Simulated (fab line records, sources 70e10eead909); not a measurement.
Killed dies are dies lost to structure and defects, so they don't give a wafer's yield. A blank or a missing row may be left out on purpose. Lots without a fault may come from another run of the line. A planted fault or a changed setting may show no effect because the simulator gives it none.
fab line records | flow nand_harc | part 1 of 2: steps 1 to 3 of 6
record lots=23 wafers=69 last_day=33
route steps=1302 shown A_SGD_CUT@901 A_SLIT@937 A_WL_FILL@952
lots that met no fault: from a run of the same line without faults
start_h: hours from the record's first day to the start of the lot's first wafer shown | wait_h: hours since the lot's step before | " the same as in the row above | L1.1+2: a row that stands for several wafers | - no value, or no start given | * or withheld: withheld | < > ~ a bound
route shown NAME@n: a module of which the file shows steps, and the number in the route of the first | usual: mean/standard deviation of fault-free wafers | same: alike in all rows | chamber/n: place in a boat | sites: the reading at each site | _std_site: their standard deviation | _edge_site: outer sites' mean less inner sites' | radius_mm: how far each site lies from the wafer's centre | mask NAME#n: copy n | behind: the tool/chamber that last shaped the wafer | hold: why the lot was held/for how many hours/how that ended | device: the transistor (n, p or np) that didn't switch | end of line: the same wafers' tests at the end of the route | a step without rows: its recipe alone | killed: dies lost to structure and defects at the first sort, not the wafer's yield | map: a wafer's dies, x killed, . not, _ none there
set.NAME: the setting as run; set.NAME@STEP: as run at that earlier step | model.NAME: the simulator's own value behind a step, which no gauge read
steps of the route over a sample of lots; a table a step, a row a wafer
services: from which hour (start_h, from the record's first day; less than 0 if before it) a tool's chamber was out of use, for how many hours, and why
## steps
# step NHARC_A_SGD_CUT_CD_MEAS_09
# recipe target_cd_nm=100 landing_energy_ev=500
# usual cd_nm=99.9/0.38
# columns lot.wafer tool chamber start_h wait_h cd_nm
L074.2 cd_sem-01 0 433.97 - 99.4
L074.4 " 0 " " 99.7
L074.5 " 0 " " 99.6
L075.2 cd_sem-01 0 437.01 - 99.8
L075.3 " 0 " " 100.1
L075.6 " 0 " " 100.3
L076.1 cd_sem-02 0 452.67 - 100.1
L076.2 " 0 " " 99.9
L076.3 " 0 " " 100.0
L077.1 cd_sem-01 0 468.95 - 100.1
L077.2 " 0 " " 99.7
L077.5 " 0 " " 100.2
L078.3 cd_sem-01 0 478.22 - 99.4
L078.4 " 0 " " 99.3
L078.6 " 0 " " 99.5
L080.1 cd_sem-02 0 485.87 - 100.7
L080.3 " 0 " " 100.5
L080.5 " 0 " " 100.2
L079.1 cd_sem-02 0 489.95 - 100.1
L079.3 " 0 " " 100.1
L079.4 " 0 " " 99.5
L082.3 cd_sem-02 0 516.74 - 100.0
L082.4 " 0 " " 100.3
L082.6 " 0 " " 100.1
L083.2 cd_sem-01 0 516.90 - 99.3
L083.3 " 0 " " 99.2
L083.4 " 0 " " 99.8
L081.3 cd_sem-03 0 517.46 - 100.1
L081.5 " 0 " " 99.9
L081.6 " 0 " " 100.2
L085.1 cd_sem-01 0 553.63 - 100.4
L085.4 " 0 " " 99.6
L085.6 " 0 " " 100.1
L086.3 cd_sem-02 0 553.93 - 100.3
L086.4 " 0 " " 100.0
L086.6 " 0 " " 99.3
L084.1 cd_sem-01 0 554.07 - 99.2
L084.5 " 0 " " 99.4
L084.6 " 0 " " 99.7
L087.3 cd_sem-01 0 563.48 - 99.4
L087.4 " 0 " " 100.0
L087.6 " 0 " " 99.5
L089.3 cd_sem-03 0 574.28 - 100.0
L089.5 " 0 " " 100.0
L089.6 " 0 " " 99.9
L088.2 cd_sem-03 0 574.45 - 99.5
L088.3 " 0 " " 99.9
L088.5 " 0 " " 99.7
L090.2 cd_sem-01 0 607.06 - 99.4
L090.5 " 0 " " 99.8
L090.6 " 0 " " 100.3
L093.1 cd_sem-02 0 631.63 - 99.7
L093.2 " 0 " " 99.5
L093.5 " 0 " " 100.2
L092.2 cd_sem-03 0 631.95 - 100.4
L092.4 " 0 " " 100.0
L092.5 " 0 " " 100.1
L097.1 cd_sem-02 0 649.68 - 99.5
L097.3 " 0 " " 100.0
L097.5 " 0 " " 99.8
L096.1 cd_sem-02 0 650.29 - 99.1
L096.2 " 0 " " 99.4
L096.4 " 0 " " 99.1
L095.4 cd_sem-02 0 652.64 - 100.1
L095.5 " 0 " " 100.9
L095.6 " 0 " " 100.1
L094.1 cd_sem-01 0 655.68 - 100.2
L094.3 " 0 " " 100.8
L094.5 " 0 " " 100.1
# step NHARC_A_SGD_CUT_DESCUM_14
# recipe time_s=3 o2_flow_sccm=200 ar_flow_sccm=0 bias_power_w=0 chemistry=O2
# usual chamber_pressure_mTorr=60.00/0.053 drypump_motor_current_A=5.5/0.4 oes_product_au=1.001/0.0078 rf_vpp_V=57.9/0.79 showerhead_plenum_p_Torr=1.96/0.094 throttle_valve_pct=11.310/0.0092
# columns lot.wafer tool chamber start_h wait_h chamber_pressure_mTorr drypump_motor_current_A oes_product_au rf_hours_counter_h rf_vpp_V showerhead_plenum_p_Torr throttle_valve_pct
L074.2 rie_diel-13 1 434.15 0.1 59.98 6.1 1.008 4 58.4 2.06 11.314
L074.4 " 3 " " 60.02 5.0 1.004 4 58.6 2.06 11.312
L074.5 " 1 " " 60.02 6.1 1.010 - 57.8 2.06 11.305
L075.3 rie_diel-10 1 437.21 0.1 60.01 5.7 1.012 0 58.1 1.90 11.321
L075.2 " 2 " " 60.04 5.5 1.004 0 59.1 2.05 11.313
L075.6 " 3 " " 60.02 5.4 1.009 - 57.1 1.84 11.312
L076.3 rie_diel-10 0 452.86 0.1 60.09 5.6 1.016 1 58.4 2.00 11.319
L076.2 " 1 " " 59.99 5.7 1.008 2 57.6 1.90 11.317
L076.1 " 2 " " 59.98 5.5 1.013 1 57.9 2.05 11.303
L077.1 rie_diel-13 3 469.14 0.1 59.96 5.1 1.001 5 57.8 2.06 11.312
L077.2 " 2 " " 60.09 4.9 0.989 5 57.6 1.89 11.324
L077.5 " 3 " " 59.92 5.0 0.994 - 57.8 2.06 11.313
L078.3 rie_diel-13 1 478.40 0.1 60.02 6.0 0.995 5 57.8 2.06 11.308
L078.4 " 0 " " 60.03 6.1 0.997 6 57.3 1.92 11.301
L078.6 " 2 " " 59.98 4.9 0.996 - 57.9 1.89 11.311
L080.1 rie_diel-13 3 486.06 0.1 59.97 5.1 1.013 6 58.1 2.06 11.327
L080.3 " 2 " " 59.95 5.0 1.004 6 55.9 1.89 11.296
L080.5 " 0 " " 59.99 6.1 0.995 - 58.5 1.92 11.304
L079.4 rie_diel-10 1 490.13 0.1 59.96 5.7 1.002 3 57.3 1.90 11.297
L079.1 " 2 " " 59.96 5.5 1.014 4 58.7 2.04 11.302
L079.3 " 0 " " 59.92 5.6 1.003 4 58.1 2.00 11.307
L082.3 rie_diel-13 3 516.93 0.1 60.05 5.0 0.998 8 57.2 2.06 11.308
L082.4 " 2 " " 59.96 4.9 1.003 - 57.2 1.89 11.321
L082.6 " 0 " " 59.97 6.1 0.995 - 57.9 1.92 11.333
L083.2 rie_diel-10 1 517.08 0.1 60.02 5.7 0.997 5 59.5 1.90 11.307
L083.4 " 2 " " 60.00 5.5 0.994 5 57.3 2.04 11.315
L083.3 " 3 " " 60.02 5.3 1.004 6 58.1 1.84 11.319
L081.3 rie_diel-13 2 517.64 0.1 60.00 5.0 1.006 8 57.8 1.89 11.310
L081.6 " 2 " " 59.94 5.0 1.007 - 57.8 1.89 11.303
L081.5 " 3 " " 60.14 5.1 1.007 - 57.1 2.06 11.315
L085.1 rie_diel-06 1 553.83 0.1 59.90 5.3 0.991 3 57.6 1.80 11.318
L085.6 " 3 " " 59.98 5.8 0.994 - 56.4 1.81 11.309
L085.4 " 1 " " 60.05 5.3 0.999 - 57.1 1.80 11.314
L086.4 rie_diel-13 3 554.11 0.1 59.99 5.0 0.999 1 57.8 2.06 11.304
L086.3 " 1 " " 59.96 6.1 1.000 1 57.4 2.06 11.299
L086.6 " 3 " " 60.00 5.1 1.020 - 57.7 2.06 11.302
L084.1 rie_diel-10 1 554.28 0.1 59.98 5.7 1.005 9 57.9 1.89 11.334
L084.6 " 3 " " 60.02 5.4 1.003 - 57.7 1.84 11.336
L084.5 " 0 " " 59.94 5.7 0.999 - 58.6 1.99 11.313
L087.3 rie_diel-06 1 563.67 0.1 59.90 5.3 0.990 4 56.2 1.80 11.303
L087.4 " 2 " " 60.07 5.6 1.012 3 59.0 2.06 11.303
L087.6 " 0 " " 59.97 5.5 1.019 - 58.2 2.04 11.312
L089.3 rie_diel-13 3 574.47 0.1 59.97 5.0 1.001 2 58.0 2.06 11.311
L089.6 " 1 " " 60.00 6.1 0.992 - 58.7 2.06 11.314
L089.5 " 2 " " 60.01 5.0 1.000 - 57.2 1.89 11.319
L088.2 rie_diel-10 1 574.63 0.1 60.06 5.7 1.012 11 58.1 1.89 11.309
L088.3 " 0 " " 60.01 5.6 1.007 11 58.1 1.99 11.306
L088.5 " 1 " " 60.07 5.7 1.014 - 56.5 1.89 11.308
L090.2 rie_diel-13 0 607.26 0.1 59.93 6.1 0.983 4 58.0 1.92 11.313
L090.6 " 2 " " 59.91 4.9 0.999 - 58.5 1.88 11.318
L090.5 " 3 " " 60.05 5.0 0.996 - 58.7 2.06 11.313
L093.1 rie_diel-13 2 631.81 0.1 60.04 4.9 0.990 4 57.7 1.88 11.312
L093.2 " 0 " " 59.99 6.0 0.979 4 58.2 1.92 11.287
L093.5 " 2 " " 59.91 4.9 0.993 - 56.4 1.89 11.320
L092.2 rie_diel-06 3 632.14 0.1 60.06 5.8 1.000 8 57.8 1.81 11.312
L092.4 " 0 " " 59.94 5.4 0.990 7 57.4 2.04 11.308
L092.5 " 3 " " 59.97 5.8 1.001 - 58.0 1.81 11.316
L097.3 rie_diel-13 1 649.86 0.1 60.02 6.1 1.002 5 58.5 2.06 11.311
L097.1 " 3 " " 60.06 5.0 1.003 6 57.6 2.06 11.300
L097.5 " 2 " " 59.94 4.9 0.996 - 57.6 1.88 11.309
L096.2 rie_diel-06 3 650.48 0.1 60.06 5.8 1.004 9 58.0 1.81 11.296
L096.1 " 0 " " 59.95 5.4 1.007 9 59.4 2.04 11.306
L096.4 " 1 " " 59.88 5.3 0.999 9 56.4 1.80 11.312
L095.4 rie_diel-06 2 652.84 0.1 59.97 5.6 0.999 9 57.8 2.05 11.294
L095.5 " 3 " " 60.03 5.9 1.001 - 56.0 1.81 11.316
L095.6 " 0 " " 60.02 5.4 1.003 - 58.1 2.04 11.302
L094.1 rie_diel-13 3 655.88 0.1 60.00 5.1 1.004 6 59.6 2.06 11.316
L094.3 " 1 " " 59.97 6.1 0.994 5 58.1 2.06 11.327
L094.5 " 3 " " 59.91 5.1 1.003 - 59.1 2.06 11.311
# step NHARC_A_SLIT_ETCH_24
# recipe target_depth_a=1210 time_s=60.5 cf4_flow_sccm=100 chf3_flow_sccm=30 ar_flow_sccm=0 rf_w=500 bias_w=200 chemistry=CF4/CHF3
# usual chamber_pressure_mTorr=25.002/0.029 drypump_motor_current_A=5.7/0.5 oes_product_au=0.960/0.017 rf_vpp_V=371.1/2.3 showerhead_plenum_p_Torr=1.59/0.063 throttle_valve_pct=16.802/0.0081
# columns lot.wafer tool chamber start_h wait_h chamber_pressure_mTorr drypump_motor_current_A oes_product_au rf_hours_counter_h rf_vpp_V showerhead_plenum_p_Torr throttle_valve_pct
L074.4 rie_diel-01 1 446.32 0.1 25.028 5.4 0.982 2.9 372.5 1.68 16.790
L074.2 " 3 " " 25.001 6.5 0.962 3.1 372.1 1.57 16.803
L074.5 " 2 " " 24.986 5.3 0.966 - 371.5 1.56 16.795
L075.3 rie_diel-01 2 447.17 0.1 24.991 5.3 0.976 3.8 370.0 1.56 16.813
L075.2 " 3 " " 24.980 6.5 0.977 4.1 371.0 1.57 16.798
L075.6 " 1 " " 25.000 5.4 0.950 - 374.5 1.68 16.797
L076.2 rie_diel-12 3 465.35 0.1 24.978 6.2 0.980 0.4 369.9 1.56 16.811
L076.3 " 0 " " 25.016 5.1 0.963 0.4 365.9 1.47 16.801
L076.1 " 2 " " 24.982 5.8 0.983 0.8 370.1 1.60 16.813
L077.2 rie_diel-12 1 482.33 0.1 25.021 5.4 0.931 1.4 369.5 1.57 16.800
L077.1 " 2 " " 25.004 5.8 0.926 1.9 370.8 1.60 16.786
L077.5 " 0 " " 25.034 5.0 0.935 - 366.3 1.47 16.816
L078.3 rie_diel-01 3 494.10 0.1 25.021 6.5 0.970 6.1 369.4 1.57 16.789
L078.4 " 2 " " 25.021 5.3 0.972 5.6 369.5 1.56 16.800
L078.6 " 3 " " 24.998 6.5 0.974 - 369.8 1.57 16.805
L080.1 rie_diel-12 2 503.40 0.5 25.025 5.8 0.929 2.8 370.4 1.60 16.789
L080.3 " 1 " " 24.990 5.4 0.923 2.8 370.8 1.57 16.796
L080.5 " 3 " " 25.006 6.2 0.935 - 371.1 1.56 16.801
L079.1 rie_diel-12 2 506.86 0.1 25.058 5.8 0.976 3.8 371.4 1.60 16.802
L079.4 " 3 " " 25.046 6.1 0.960 3.0 370.5 1.56 16.813
L079.3 " 1 " " 25.002 5.4 0.964 3.8 371.5 1.57 16.798
L083.4 rie_diel-12 1 529.64 0.1 25.023 5.4 0.919 5.7 370.2 1.57 16.811
L083.3 " 2 " " 25.028 5.7 0.917 5.6 372.5 1.60 16.807
L083.2 " 3 " " 24.988 6.2 0.927 4.5 369.6 1.56 16.802
L081.3 rie_diel-01 0 529.82 0.1 24.998 5.0 0.952 7.3 371.9 1.66 16.810
L081.5 " 3 " " 24.996 6.5 0.964 - 370.7 1.57 16.802
L081.6 " 0 " " 24.974 5.0 0.953 - 371.9 1.66 16.804
L082.4 rie_diel-12 1 531.47 0.1 24.995 5.4 0.967 6.2 371.2 1.57 16.814
L082.3 " 2 " " 24.977 5.8 0.970 6.1 370.9 1.60 16.807
L082.6 " 0 " " 25.021 5.1 0.958 - 366.6 1.47 16.796
L084.1 rie_diel-09 1 566.05 0.1 24.998 6.7 0.976 2.9 368.1 1.51 16.797
L084.6 " 2 " " 25.007 6.1 0.962 - 370.7 1.58 16.799
L084.5 " 3 " " 24.946 6.2 0.964 - 374.2 1.66 16.797
L085.4 rie_diel-12 1 566.20 0.1 25.047 5.4 0.983 7.9 370.3 1.57 16.797
L085.1 " 2 " " 24.990 5.8 0.965 7.7 371.3 1.60 16.795
L085.6 " 1 " " 25.012 5.4 0.976 - 370.1 1.57 16.805
L086.3 rie_diel-01 1 571.53 0.1 24.964 5.4 0.969 0.1 372.9 1.68 16.805
L086.4 " 3 " " 24.962 6.5 0.990 0.1 368.7 1.57 16.810
L086.6 " 1 " " 25.004 5.4 0.958 - 374.9 1.68 16.805
L087.3 rie_diel-12 2 579.38 0.1 25.010 5.8 0.944 8.8 371.1 1.60 16.792
L087.6 " 0 " " 25.030 5.1 0.952 - 367.5 1.47 16.789
L087.4 " 2 " " 25.001 5.8 0.936 - 371.5 1.60 16.794
L089.3 rie_diel-01 1 587.87 0.1 25.009 5.4 0.970 2.0 373.1 1.68 16.810
L089.6 " 3 " " 24.994 6.4 0.971 - 370.5 1.57 16.806
L089.5 " 1 " " 24.973 5.4 0.973 - 375.1 1.68 16.805
L088.2 rie_diel-12 2 588.19 0.1 25.007 5.8 0.972 10.1 372.3 1.60 16.789
L088.3 " 3 " " 25.006 6.2 0.954 9.4 370.4 1.56 16.784
L088.5 " 2 " " 25.033 5.8 0.978 - 372.4 1.60 16.808
L090.2 rie_diel-09 0 620.90 0.1 24.995 5.7 0.959 6.1 374.9 1.68 16.788
L090.6 " 3 " " 24.999 6.2 0.979 - 373.7 1.66 16.788
L090.5 " 0 " " 25.022 5.7 0.966 - 374.8 1.68 16.810
L092.4 rie_diel-01 0 644.54 0.1 25.004 5.0 0.939 4.5 373.4 1.65 16.802
L092.2 " 3 " " 24.962 6.5 0.955 4.6 369.6 1.57 16.802
L092.5 " 0 " " 25.046 5.0 0.931 - 372.6 1.65 16.804
L093.2 rie_diel-09 3 646.44 0.1 24.977 6.2 0.992 7.0 374.1 1.66 16.801
L093.1 " 1 " " 25.012 6.7 0.976 7.6 368.4 1.51 16.794
L093.5 " 3 " " 24.972 6.2 0.984 - 372.5 1.66 16.792
L096.1 rie_diel-12 2 662.14 0.1 25.001 5.8 0.949 0.7 371.2 1.60 16.801
L096.2 " 3 " " 24.980 6.2 0.949 0.8 370.8 1.56 16.799
L096.4 " 0 " " 24.957 5.1 0.952 0.7 368.6 1.47 16.810
L095.4 rie_diel-01 3 663.23 0.1 24.954 6.5 0.965 5.7 371.4 1.57 16.808
L095.6 " 0 " " 24.989 5.0 0.958 - 372.6 1.65 16.796
L095.5 " 1 " " 25.010 5.4 0.968 - 374.0 1.68 16.785
L097.3 rie_diel-12 1 665.32 0.1 24.992 5.4 0.969 1.8 369.2 1.57 16.808
L097.1 " 2 " " 24.995 5.8 0.969 1.4 371.1 1.60 16.795
L097.5 " 2 " " 25.007 5.8 0.969 - 371.3 1.60 16.809
L094.3 rie_diel-01 2 670.39 0.1 24.988 5.3 0.960 5.3 370.6 1.56 16.807
L094.1 " 3 " " 25.006 6.4 0.955 6.4 370.4 1.57 16.813
L094.5 " 3 " " 24.968 6.5 0.962 - 371.3 1.57 16.807
